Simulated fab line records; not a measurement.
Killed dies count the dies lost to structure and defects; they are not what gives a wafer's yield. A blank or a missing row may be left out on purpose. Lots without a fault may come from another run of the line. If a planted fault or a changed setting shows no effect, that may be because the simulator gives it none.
fab line records	flow n5_finfet
[record] lots = 7	wafers = 21
route steps=1938 shown BEOL_M0_CUTY@705 BEOL_M1@756 BEOL_M2@843 BEOL_M3@957
start_h: hours from the record's opening day to when the first of the lot's shown wafers began	wait_h: hours from the lot's prior step to this one	" identical to the entry in the row above	L1.1+2: one row covering several wafers at once	- value missing, or start not given	* or withheld: withheld	< > ~ a bound
route shown NAME@n: a module of which the file shows steps, and the number in the route of the first	usual: mean/standard deviation of fault-free wafers	same: alike in all rows	chamber/n: place in a boat	sites: the reading at each site	_std_site: standard deviation across them	_edge_site: the outer-site mean with the inner-site mean subtracted	radius_mm: how far each site lies from the wafer's centre	mask NAME#n: copy n	behind: the most recent tool/chamber to have shaped the wafer	hold: cause of the lot's hold/its duration in hours/its outcome	device: the transistor (n, p or np) that didn't switch	end of line: tests of these same wafers at the route's end	for a step that has no rows: nothing shown but its recipe	killed: the dies lost at the first sort to structure and to defects; this is not the yield of the wafer	map: shows each die of a wafer: x if killed, . if not, _ if none is there
set.NAME: setting as actually run; set.NAME@STEP: the setting as run at that earlier step	model.NAME: the simulator's own value behind a step, which no gauge read
lots run with intentionally changed settings; tables by step, rows by wafer
[[steps]]
[step N5_BEOL_M0_CUTY_EXPOSE_54]
[recipe] mask_id = M0_ABLK	na = 1.35	source_shape = conventional	sigma_outer = 0.8	polarization = unpolarized	dose_mj = 36
lot.wafer	tool	chamber	start_h	wait_h	mask	set.dose_mj
L079.3+4	arfi_scanner-01	0	151.06	-	M0_ABLK#0	38.42
L079.6	"	0	"	"	M0_ABLK#0	36
L085.1+4+5	arfi_scanner-03	0	185.45	-	M0_ABLK#0	36
L087.2+3+5	arfi_scanner-02	0	192.63	-	M0_ABLK#0	36
L089.3+5	arfi_scanner-01	0	203.86	-	M0_ABLK#0	36
L089.6	"	0	"	"	M0_ABLK#0	34.52
L090.2	arfi_scanner-02	0	208.10	-	M0_ABLK#0	36
L090.5+6	"	0	"	"	M0_ABLK#0	34.34
L094.1+6	arfi_scanner-03	0	231.25	-	M0_ABLK#0	37.39
L094.4	"	0	"	"	M0_ABLK#0	36
L097.2+6	arfi_scanner-01	0	250.47	-	M0_ABLK#0	36
L097.3	"	0	"	"	M0_ABLK#0	34.24
[step N5_BEOL_M0_CUTY_PEB_55]
[recipe] peb_temp_c = 110	peb_time_s = 60	resist = CAR-ArF-block
[step N5_BEOL_M0_CUTY_DEVELOP_56]
[recipe] develop_time_s = 30	developer = TMAH	resist = CAR-ArF-block	rinse_liquid = diw	dry = air_spin	dev_temp_c = 23
[step N5_BEOL_M0_CUTY_CD_MEAS_57]
[recipe] target_cd_nm = 200	landing_energy_ev = 500	detector = se_inlens	polarity = line
[usual] cd_nm = 199.7/0.71
lot.wafer	tool	chamber	start_h	wait_h	set.dose_mj@BEOL_M0_CUTY_EXPOSE_54	cd_nm
L079.3	cd_sem-02	0	151.18	-	38.42	195.6
L079.4	"	0	"	"	38.42	196.1
L079.6	"	0	"	"	36	200.5
L085.1	cd_sem-01	0	185.57	-	36	201.2
L085.4	"	0	"	"	36	200.6
L085.5	"	0	"	"	36	200.3
L087.2	cd_sem-03	0	192.75	-	36	199.3
L087.3	"	0	"	"	36	199.7
L087.5	"	0	"	"	36	199.5
L089.3	cd_sem-02	0	203.97	-	36	199.8
L089.5	"	0	"	"	36	200.1
L089.6	"	0	"	"	34.52	202.2
L090.2	cd_sem-03	0	208.22	-	36	199.2
L090.5	"	0	"	"	34.34	202.5
L090.6	"	0	"	"	34.34	202.3
L094.1	cd_sem-01	0	231.38	-	37.39	197.6
L094.4	"	0	"	"	36	200.0
L094.6	"	0	"	"	37.39	196.4
L097.2	cd_sem-03	0	250.59	-	36	199.9
L097.3	"	0	"	"	34.24	203.0
L097.6	"	0	"	"	36	199.8
[step N5_BEOL_M0_CUTY_DESCUM_61]
[recipe] chemistry = O2	time_s = 7.9	source_power_w = 50	bias_power_w = 20	pressure_mtorr = 20	rf_frequency_hz = 2.712e+07	temp_c = 40	resist = CAR-ArF-block	o2_flow_sccm = 225
[step N5_BEOL_M0_CUTY_ETCH_62]
[recipe] chemistry = CF4	target = SiARC	mask_material = CAR-ArF-block	time_s = 58.5	ion_energy_ev = 80	pressure_mtorr = 40	source_w = 545	bias_w = 36	Ar_flow_sccm = 100	cf4_flow_sccm = 100	ends = cleared
lot.wafer	tool	chamber	start_h	wait_h	set.dose_mj@BEOL_M0_CUTY_EXPOSE_54	model.BEOL_M0_CUTY.cd_offset_nm
L079.3	rie_diel-05	2	151.30	0.0	38.42	-4.4
L079.4	"	0	"	"	38.42	-4
L079.6	"	1	"	"	36	0.4
L085.1+4	rie_diel-04	3	186.14	0.0	36	0.6
L085.5	"	1	"	"	36	0
L087.2	rie_diel-03	0	192.98	0.0	36	-0.8
L087.3+5	"	2,3	"	"	36	-0.4
L089.3	rie_diel-05	0	204.09	0.0	36	-0.4
L089.5	"	0	"	"	36	0
L089.6	"	2	"	"	34.52	2
L090.2	rie_diel-04	2	208.43	0.0	36	-0.4
L090.5+6	"	1,2	"	"	34.34	2.6
L094.1	rie_diel-05	1	231.50	0.0	37.39	-2.6
L094.4	"	3	"	"	36	-0.4
L094.6	"	2	"	"	37.39	-3.6
L097.2	rie_diel-03	0	250.98	0.0	36	-0.2
L097.3	"	1	"	"	34.24	3
L097.6	"	0	"	"	36	-0.4
[step N5_BEOL_M1_COAT_62]
[recipe] resist = SiARC	temp_c = 220	time_s = 60	spin_rpm = 1500	resist_thk_nm = 12
lot.wafer	tool	chamber	start_h	wait_h	set.spin_rpm	model.SiARC_of_BEOL_M1_COAT_62.thk_nm
L079.3+6	litho_track-01	0	-	-	1500	12
L079.4	"	0	"	"	1662	11.4
L085.1	litho_track-03	0	-	-	1500	12
L085.4	"	0	"	"	1395	12.4
L085.5	"	0	"	"	1395	12.6
L087.2+3+5	litho_track-03	0	-	-	1500	12
L089.3	litho_track-03	0	-	-	1416	12.4
L089.5+6	"	0	"	"	1500	12
L090.2+5	litho_track-01	0	-	-	1395	12.6
L090.6	"	0	"	"	1500	12
L094.1+4+6	litho_track-03	0	-	-	1500	12
L097.2+3+6	litho_track-02	0	-	-	1500	12
[step N5_BEOL_M1_EXPOSE_08]
[recipe] mask_id = M1	na = 0.33	source_shape = dipole	sigma_inner = 0.369	sigma_outer = 0.767	polarization = unpolarized	dose_mj = 33
lot.wafer	tool	chamber	start_h	wait_h	mask	set.dose_mj
L079.3	euv_scanner-01	0	160.37	-	M1#0	33
L079.4+6	"	0	"	"	M1#0	35.2
L085.1+5	euv_scanner-02	0	190.57	-	M1#0	31.02
L085.4	"	0	"	"	M1#0	33
L087.2+3+5	euv_scanner-01	0	201.66	-	M1#0	33
L089.3+5	euv_scanner-01	0	211.03	-	M1#0	31.81
L089.6	"	0	"	"	M1#0	33
L090.2+5	euv_scanner-02	0	216.87	-	M1#0	33
L090.6	"	0	"	"	M1#0	31.34
L094.1+4	euv_scanner-02	0	237.93	-	M1#0	33
L094.6	"	0	"	"	M1#0	32.05
L097.2+3+6	euv_scanner-01	0	258.94	-	M1#0	33
[step N5_BEOL_M1_PEB_09]
[recipe] peb_temp_c = 100	peb_time_s = 60	resist = CAR-EUV
[step N5_BEOL_M1_DEVELOP_10]
[recipe] develop_time_s = 30	developer = TMAH	resist = CAR-EUV	rinse_liquid = surfactant_rinse	dry = air_spin	dev_temp_c = 23
[step N5_BEOL_M1_CD_MEAS_11]
[recipe] target_cd_nm = 17.05	landing_energy_ev = 500	detector = se_inlens	polarity = opening
[usual] cd_nm = 17.02/0.22
lot.wafer	tool	chamber	start_h	wait_h	set.dose_mj@BEOL_M1_EXPOSE_08	cd_nm
L079.3	cd_sem-03	0	160.49	-	33	17.30
L079.4	"	0	"	"	35.2	18.63
L079.6	"	0	"	"	35.2	18.67
L085.1	cd_sem-01	0	190.69	-	31.02	15.82
L085.4	"	0	"	"	33	16.77
L085.5	"	0	"	"	31.02	15.83
L087.2	cd_sem-03	0	201.78	-	33	17.01
L087.3	"	0	"	"	33	17.45
L087.5	"	0	"	"	33	17.17
L089.3	cd_sem-02	0	211.14	-	31.81	16.32
L089.5	"	0	"	"	31.81	16.65
L089.6	"	0	"	"	33	16.73
L090.2	cd_sem-03	0	216.99	-	33	17.14
L090.5	"	0	"	"	33	17.10
L090.6	"	0	"	"	31.34	16.23
L094.1	cd_sem-03	0	238.06	-	33	17.35
L094.4	"	0	"	"	33	17.22
L094.6	"	0	"	"	32.05	16.11
L097.2	cd_sem-03	0	259.06	-	33	16.81
L097.3	"	0	"	"	33	16.97
L097.6	"	0	"	"	33	17.11
[step N5_BEOL_M1_DESCUM_16]
[recipe] chemistry = O2	time_s = 7	source_power_w = 50	bias_power_w = 20	pressure_mtorr = 20	rf_frequency_hz = 2.712e+07	temp_c = 40	resist = CAR-EUV	o2_flow_sccm = 225
[step N5_BEOL_M1_ETCH_74]
[recipe] chemistry = N2/H2	target = underlayer	target_depth_a = 65	mask_material = CAR-EUV	time_s = 5.2	ion_energy_ev = 200	pressure_mtorr = 30	source_w = 840	bias_w = 150	n2_flow_sccm = 200	h2_flow_sccm = 200	ends = cleared
lot.wafer	tool	chamber	start_h	wait_h	set.dose_mj@BEOL_M1_EXPOSE_08	model.BEOL_M1.cd_offset_nm
L079.3	rie_diel-01	0	160.71	0.0	33	0
L079.4	"	2	"	"	35.2	1.4
L079.6	"	3	"	"	35.2	1.2
L085.1	rie_diel-06	1	190.96	0.0	31.02	-1.6
L085.4	"	0	"	"	33	-0.2
L085.5	"	2	"	"	31.02	-1.4
L087.2	rie_diel-02	1	201.94	0.0	33	-0.2
L087.3+5	"	2	"	"	33	0
L089.3	rie_diel-06	3	211.30	0.0	31.81	-1
L089.5	"	0	"	"	31.81	-0.8
L089.6	"	1	"	"	33	-0.2
L090.2+5	rie_diel-02	3	217.51	0.0	33	0.2
L090.6	"	2	"	"	31.34	-1
L094.1+4	rie_diel-01	1,2	238.25	0.0	33	0
L094.6	"	1	"	"	32.05	-0.6
L097.2+3+6	rie_diel-01	1,2,2	259.21	0.0	33	-0.2
[step N5_BEOL_M1_ETCH_63]
[recipe] chemistry = CF4	target = SiARC	target_depth_a = 156	mask_material = CAR-EUV	time_s = 26	ion_energy_ev = 80	pressure_mtorr = 40	source_w = 545	bias_w = 36	Ar_flow_sccm = 100	cf4_flow_sccm = 100	ends = cleared
lot.wafer	tool	chamber	start_h	wait_h	set.spin_rpm@BEOL_M1_COAT_62	set.dose_mj@BEOL_M1_EXPOSE_08	model.BEOL_M1.cd_offset_nm	model.etch.depth_nm	model.CAR-EUV_of_BEOL_M1_COAT_05.thk_nm
L079.3	rie_diel-01	0	160.72	0.0	1500	33	0	12.05	11.2
L079.4	"	2	"	"	1662	35.2	1.2	11.44	11.6
L079.6	"	3	"	"	1500	35.2	1.2	12.04	11.2
L085.1	rie_diel-06	1	190.97	0.0	1500	31.02	-1.6	12.04	11
L085.4	"	0	"	"	1395	33	-0.2	12.49	10.8
L085.5	"	2	"	"	1395	31.02	-1.4	12.53	10.6
L087.2	rie_diel-02	1	201.95	0.0	1500	33	-0.2	12.02	11.2
L087.3	"	2	"	"	1500	33	-0.2	12.03	11.2
L087.5	"	2	"	"	1500	33	0	12.03	11.2
L089.3	rie_diel-06	3	211.31	0.0	1416	31.81	-0.8	12.34	10.8
L089.5	"	0	"	"	1500	31.81	-1	11.96	11
L089.6	"	1	"	"	1500	33	-0.2	11.97	11
L090.2	rie_diel-02	3	217.53	0.0	1395	33	0.2	12.51	10.8
L090.5	"	3	"	"	1395	33	0.4	12.52	10.8
L090.6	"	2	"	"	1500	31.34	-0.8	12.04	11.2
L094.1	rie_diel-01	1	238.27	0.0	1500	33	0	11.99	11.2
L094.4	"	2	"	"	1500	33	-0.2	11.99	11.2
L094.6	"	1	"	"	1500	32.05	-0.8	11.92	11.2
L097.2+6	rie_diel-01	1,2	259.23	0.0	1500	33	-0.2	12.01	11.4
L097.3	"	2	"	"	1500	33	-0.2	12.04	11.4
[step N5_BEOL_M1_ETCH_64]
[recipe] chemistry = N2/H2	target = SOC	target_depth_a = 750	overetch_a = 150	mask_material = SiARC	temp_c = 40	time_s = 112.5	ion_energy_ev = 200	pressure_mtorr = 30	source_w = 840	bias_w = 150	n2_flow_sccm = 200	h2_flow_sccm = 200
lot.wafer	tool	chamber	start_h	wait_h	set.spin_rpm@BEOL_M1_COAT_62	model.SiARC_of_BEOL_M1_COAT_62.thk_nm
L079.3	rie_diel-01	0	160.75	0.0	1500	6.6
L079.4	"	2	"	"	1662	6.2
L079.6	"	3	"	"	1500	6.8
L085.1	rie_diel-06	1	191.00	0.0	1500	7
L085.4+5	"	0,2	"	"	1395	7.4
L087.2+3	rie_diel-02	1,2	201.98	0.0	1500	6.8
L087.5	"	2	"	"	1500	7
L089.3	rie_diel-06	3	211.34	0.0	1416	7.2
L089.5+6	"	0,1	"	"	1500	6.8
L090.2+5	rie_diel-02	3	217.56	0.0	1395	7.2
L090.6	"	2	"	"	1500	6.8
L094.1+4+6	rie_diel-01	1,2,1	238.30	0.0	1500	6.8
L097.2+3+6	rie_diel-01	1,2,2	259.26	0.0	1500	6.8
[step N5_BEOL_M1_STRIP_65]
[recipe] chemistry = N2/H2	temp_c = 40	n2_flow_sccm = 200	h2_flow_sccm = 200	rf_frequency_hz = 6e+07
[step N5_BEOL_M1_STRIP_75]
[recipe] chemistry = N2/H2	temp_c = 40	n2_flow_sccm = 200	h2_flow_sccm = 200	rf_frequency_hz = 6e+07
[step N5_BEOL_M1_STRIP_66]
[recipe] chemistry = CF4	resist = SiARC	power_w = 300	bias_power_w = 75	pressure_mtorr = 50	cf4_flow_sccm = 150	rf_frequency_hz = 6e+07
[step N5_BEOL_M1_HM_OPEN_17]
[recipe] chemistry = Cl2/BCl3	target_depth_a = 200	overetch_a = 60	target = TiN	mask_material = SOC	ion_energy_ev = 150	pressure_mtorr = 10	icp_w = 1000	bias_w = 126	Cl2_flow_sccm = 53.25	bcl3_flow_sccm = 21.75	Ar_flow_sccm = 25
lot.wafer	tool	chamber	start_h	wait_h	set.dose_mj@BEOL_M1_EXPOSE_08	model.BEOL_M1.cd_offset_nm
L079.3	rie_metal-01	1	160.95	0.1	33	0
L079.4+6	"	0	"	"	35.2	1.4
L085.1+5	rie_metal-02	0	191.17	0.0	31.02	-1.6
L085.4	"	0	"	"	33	-0.2
L087.2+5	rie_metal-02	0	202.15	0.0	33	0
L087.3	"	0	"	"	33	-0.2
L089.3	rie_metal-02	1	211.54	0.1	31.81	-1
L089.5	"	0	"	"	31.81	-1.2
L089.6	"	1	"	"	33	-0.2
L090.2	rie_metal-02	0	217.73	0.0	33	0.4
L090.5	"	1	"	"	33	0.2
L090.6	"	0	"	"	31.34	-1
L094.1	rie_metal-03	1	238.46	0.0	33	0.2
L094.4	"	1	"	"	33	-0.2
L094.6	"	0	"	"	32.05	-0.6
L097.2+6	rie_metal-03	1	259.43	0.0	33	-0.2
L097.3	"	0	"	"	33	-0.4
[step N5_BEOL_M1_STRIP_19]
[recipe] chemistry = O2	power_w = 400	temp_c = 40	pressure_mtorr = 30	rf_frequency_hz = 6e+07	bias_power_w = 0	overash_fraction = 0.2	o2_flow_sccm = 225
[step N5_BEOL_M1_CD_MEAS_18]
[recipe] pitch_nm = 36	target_cd_nm = 18
[usual] cd_nm = 17.93/0.28
lot.wafer	tool	chamber	start_h	wait_h	set.dose_mj@BEOL_M1_EXPOSE_08	cd_nm
L079.3	cd_sem-01	-	161.21	0.1	33	17.79
L079.4	"	-	"	"	35.2	19.45
L079.6	"	-	"	"	35.2	19.26
L085.1	cd_sem-01	-	191.50	0.0	31.02	16.57
L085.4	"	-	"	"	33	17.60
L085.5	"	-	"	"	31.02	16.49
L087.2	cd_sem-03	-	202.58	0.1	33	17.99
L087.3	"	-	"	"	33	17.45
L087.5	"	-	"	"	33	18.27
L089.3	cd_sem-02	-	211.69	0.1	31.81	16.77
L089.5	"	-	"	"	31.81	16.91
L089.6	"	-	"	"	33	18.08
L090.2	cd_sem-02	-	217.91	0.1	33	18.22
L090.5	"	-	"	"	33	17.93
L090.6	"	-	"	"	31.34	16.76
L094.1	cd_sem-03	-	238.64	0.0	33	18.03
L094.4	"	-	"	"	33	17.72
L094.6	"	-	"	"	32.05	17.48
L097.2	cd_sem-01	-	259.64	0.1	33	17.60
L097.3	"	-	"	"	33	17.67
L097.6	"	-	"	"	33	17.55
[step N5_BEOL_M1_ETCH_77]
[recipe] chemistry = N2/H2	target = underlayer	target_depth_a = 65	mask_material = CAR-EUV	time_s = 5.2	ion_energy_ev = 200	pressure_mtorr = 30	source_w = 840	bias_w = 150	n2_flow_sccm = 200	h2_flow_sccm = 200	ends = cleared
[usual] etch_rf_on_time_s = 5.19/0.075	rf_vpp_V = 522.7/3
lot.wafer	tool	chamber	start_h	wait_h	set.source_w	etch_rf_on_time_s	rf_vpp_V
L079.3	rie_diel-02	2	161.68	0.0	954.1	4.67	497.2
L079.4	"	3	"	"	840	5.07	525.2
L079.6	"	2	"	"	954.1	4.66	498.7
L085.1	rie_diel-06	3	192.10	0.0	840	5.23	520.8
L085.4	"	0	"	"	735.3	5.86	547.5
L085.5	"	2	"	"	735.3	5.83	544.9
L087.2	rie_diel-06	1	203.06	0.0	840	5.24	518.8
L087.3	"	0	"	"	840	5.40	525.0
L087.5	"	1	"	"	840	5.24	523.8
L089.3	rie_diel-02	2	212.17	0.0	730.4	5.87	545.2
L089.5	"	3	"	"	840	5.17	523.7
L089.6	"	2	"	"	730.4	5.90	544.3
L090.2	rie_diel-02	0	218.56	0.0	840	5.14	527.4
L090.5	"	0	"	"	983.2	4.50	501.1
L090.6	"	1	"	"	983.2	4.52	492.1
L094.1	rie_diel-06	0	239.12	0.0	722.1	6.06	550.6
L094.4	"	2	"	"	722.1	5.90	547.6
L094.6	"	0	"	"	840	5.34	522.5
L097.2	rie_diel-06	1	260.22	0.0	840	5.14	519.9
L097.3	"	2	"	"	840	5.20	520.8
L097.6	"	1	"	"	924	4.80	502.5
[step N5_BEOL_M1_TRENCH_ETCH_37]
[recipe] chemistry = C4F6/O2	target_depth_a = 552.07	target = SiOC	time_s = 29	ion_energy_ev = 250	pressure_mtorr = 30	source_w = 355	bias_w = 185	Ar_flow_sccm = 300	C4F6_flow_sccm = 10	O2_flow_sccm = 10
lot.wafer	tool	chamber	start_h	wait_h	set.bias_w
L079.3+4+6	rie_diel-01	3,2,3	-	-	185
L085.1+4+5	rie_diel-02	1,0,3	-	-	185
L087.2+3+5	rie_diel-01	0,2,0	-	-	185
L089.3+5+6	rie_diel-06	3,3,2	-	-	185
L090.2+5+6	rie_diel-06	0,0,1	-	-	185
L094.1+4+6	rie_diel-02	0,1,0	-	-	185
L097.2+3+6	rie_diel-02	3,1,3	-	-	185
[step N5_BEOL_M1_ETCH_41]
[recipe] chemistry = CH3F/O2	target = SiCN	target_depth_a = 319	taper_deg = 2	time_s = 57.8	ion_energy_ev = 120	mask_material = TiN	pressure_mtorr = 30	source_w = 395	bias_w = 75	Ar_flow_sccm = 150	CH3F_flow_sccm = 30	O2_flow_sccm = 20
[step N5_BEOL_M1_STRIP_97]
[recipe] chemistry = N2/H2	time_s = 10	power_w = 450	temp_c = 40	pressure_mtorr = 20	rf_frequency_hz = 6e+07	bias_power_w = 7	n2_flow_sccm = 200	h2_flow_sccm = 200
[step N5_BEOL_M1_PRECLEAN_42]
[recipe] chemistry = residue_remover	time_s = 60	temp_c = 40
[step N5_BEOL_M1_SRD_43]
[recipe] time_s = 30	temp_c = 23	rinse_liquid = diw	dry = ipa_marangoni
[step N5_BEOL_M1_CD_MEAS_35]
[recipe] target_cd_nm = 18	target_cd_y_nm = 21	polarity = opening
[usual] cd_nm = 18.0/0.3
lot.wafer	tool	chamber	start_h	wait_h	set.dose_mj@BEOL_M1_EXPOSE_08	cd_nm
L079.3	cd_sem-02	-	164.12	0.0	33	18.1
L079.4	"	-	"	"	35.2	19.4
L079.6	"	-	"	"	35.2	19.4
L085.1	cd_sem-01	-	197.69	0.0	31.02	16.3
L085.4	"	-	"	"	33	17.8
L085.5	"	-	"	"	31.02	16.7
L087.2	cd_sem-02	-	204.57	0.0	33	18.1
L087.3	"	-	"	"	33	18.2
L087.5	"	-	"	"	33	18.3
L089.3	cd_sem-02	-	213.55	0.0	31.81	17.0
L089.5	"	-	"	"	31.81	16.9
L089.6	"	-	"	"	33	17.5
L090.2	cd_sem-03	-	228.63	0.0	33	18.7
L090.5	"	-	"	"	33	18.4
L090.6	"	-	"	"	31.34	17.3
L094.1	cd_sem-03	-	240.96	0.0	33	18.3
L094.4	"	-	"	"	33	18.0
L094.6	"	-	"	"	32.05	17.5
L097.2	cd_sem-01	-	267.07	0.0	33	17.4
L097.3	"	-	"	"	33	17.5
L097.6	"	-	"	"	33	17.9
[step N5_BEOL_M2_PECVD_72]
[recipe] material = SiO2	target_thk_a = 160	temp_c = 400	precursor = TEOS/O2	pressure_torr = 5.5	rf_w = 450	teos_flow_sccm = 53.8	gas = O2	flow_sccm = 3000	time_s = 18
lot.wafer	tool	chamber	start_h	wait_h	set.time_s	model.SiO2_of_BEOL_M2_PECVD_72.thk_nm
L079.3	pecvd-02	2	169.27	0.0	18	15.6
L079.4	"	0	"	"	18	16
L079.6	"	2	"	"	18	15.8
L085.1	pecvd-01	0	202.78	0.0	16.21	14.2
L085.4	"	2	"	"	16.21	14.8
L085.5	"	0	"	"	18	16.2
L087.2	pecvd-01	2	208.99	0.0	18	15.8
L087.3	"	1	"	"	18	16
L087.5	"	2	"	"	18	16.2
L089.3	pecvd-01	0	217.52	0.0	19.53	17.4
L089.5	"	0	"	"	18	16.2
L089.6	"	2	"	"	19.53	17.6
L090.2	pecvd-03	2	232.46	0.0	18	15.8
L090.5	"	0	"	"	18	16
L090.6	"	2	"	"	15.73	14
L094.1	pecvd-01	0	244.94	0.0	15.43	13.6
L094.4	"	0	"	"	18	16
L094.6	"	2	"	"	15.43	14
L097.2	pecvd-02	0	271.26	0.0	18	15.8
L097.3	"	1	"	"	18	15.6
L097.6	"	1	"	"	19.51	17.2
[step N5_BEOL_M3_COAT_67]
[recipe] resist = SOC	temp_c = 250	time_s = 60	spin_rpm = 1500	resist_thk_nm = 60
lot.wafer	tool	chamber	start_h	wait_h	set.spin_rpm	model.SOC_of_BEOL_M3_COAT_67.thk_nm
L079.3	litho_track-04	0	185.67	0.0	1574	59
L079.4	"	0	"	"	1500	60.4
L079.6	"	0	"	"	1500	60.2
L085.1	litho_track-02	0	218.17	0.0	1629	57.8
L085.4+5	"	0	"	"	1500	60.2
L087.2+5	litho_track-01	0	219.39	0.0	1500	60
L087.3	"	0	"	"	1500	60.2
L089.3	litho_track-01	0	234.67	0.0	1500	59.8
L089.5	"	0	"	"	1377	62.6
L089.6	"	0	"	"	1500	60.2
L090.2+6	litho_track-02	0	247.45	0.0	1500	60.4
L090.5	"	0	"	"	1500	60
L094.1+4	litho_track-02	0	256.70	0.0	1500	60.2
L094.6	"	0	"	"	1500	60.4
L097.2+3	litho_track-02	0	282.39	0.0	1500	60.2
L097.6	"	0	"	"	1500	60
[[key]]
[split] step = N5_BEOL_M0_CUTY_EXPOSE_54	setting = dose_mj	stated = 36	by = wafer
[response] step = N5_BEOL_M0_CUTY_CD_MEAS_57	reading = cd_nm	change = -0.667	per = 1%	r = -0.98
[response] step = N5_BEOL_M0_CUTY_ETCH_62	reading = model.BEOL_M0_CUTY.cd_offset_nm	change = -0.658	per = 1%	r = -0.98
[split] step = N5_BEOL_M1_COAT_62	setting = spin_rpm	stated = 1500	by = wafer
[response] step = N5_BEOL_M1_COAT_62	reading = model.SiARC_of_BEOL_M1_COAT_62.thk_nm	change = -0.0667	per = 1%	r = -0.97
[response] step = N5_BEOL_M1_ETCH_63	reading = model.etch.depth_nm	change = -0.0621	per = 1%	r = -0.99
[response] step = N5_BEOL_M1_ETCH_63	reading = model.CAR-EUV_of_BEOL_M1_COAT_05.thk_nm	change = +0.042	per = 1%	r = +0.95
[response] step = N5_BEOL_M1_ETCH_64	reading = model.SiARC_of_BEOL_M1_COAT_62.thk_nm	change = -0.0538	per = 1%	r = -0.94
[split] step = N5_BEOL_M1_EXPOSE_08	setting = dose_mj	stated = 33	by = wafer
[response] step = N5_BEOL_M1_CD_MEAS_11	reading = cd_nm	change = +0.184	per = 1%	r = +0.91
[response] step = N5_BEOL_M1_ETCH_74	reading = model.BEOL_M1.cd_offset_nm	change = +0.211	per = 1%	r = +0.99
[response] step = N5_BEOL_M1_ETCH_63	reading = model.BEOL_M1.cd_offset_nm	change = +0.204	per = 1%	r = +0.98
[response] step = N5_BEOL_M1_HM_OPEN_17	reading = model.BEOL_M1.cd_offset_nm	change = +0.23	per = 1%	r = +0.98
[response] step = N5_BEOL_M1_CD_MEAS_18	reading = cd_nm	change = +0.229	per = 1%	r = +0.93
[response] step = N5_BEOL_M1_CD_MEAS_35	reading = cd_nm	change = +0.208	per = 1%	r = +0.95
[split] step = N5_BEOL_M1_ETCH_77	setting = source_w	stated = 840	by = wafer
[response] step = N5_BEOL_M1_ETCH_77	reading = etch_rf_on_time_s	change = *	per = 1%	r = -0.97
[response] step = N5_BEOL_M1_ETCH_77	reading = rf_vpp_V	change = -1.86	per = 1%	r = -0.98
[split] step = N5_BEOL_M1_TRENCH_ETCH_37	setting = bias_w	stated = 185	by = lot
response none clear
[split] step = N5_BEOL_M2_PECVD_72	setting = time_s	stated = 18	by = wafer
[response] step = N5_BEOL_M2_PECVD_72	reading = model.SiO2_of_BEOL_M2_PECVD_72.thk_nm	change = +0.159	per = 1%	r = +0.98
[split] step = N5_BEOL_M3_COAT_67	setting = spin_rpm	stated = 1500	by = wafer
[response] step = N5_BEOL_M3_COAT_67	reading = model.SOC_of_BEOL_M3_COAT_67.thk_nm	change = -0.292	per = 1%	r = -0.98
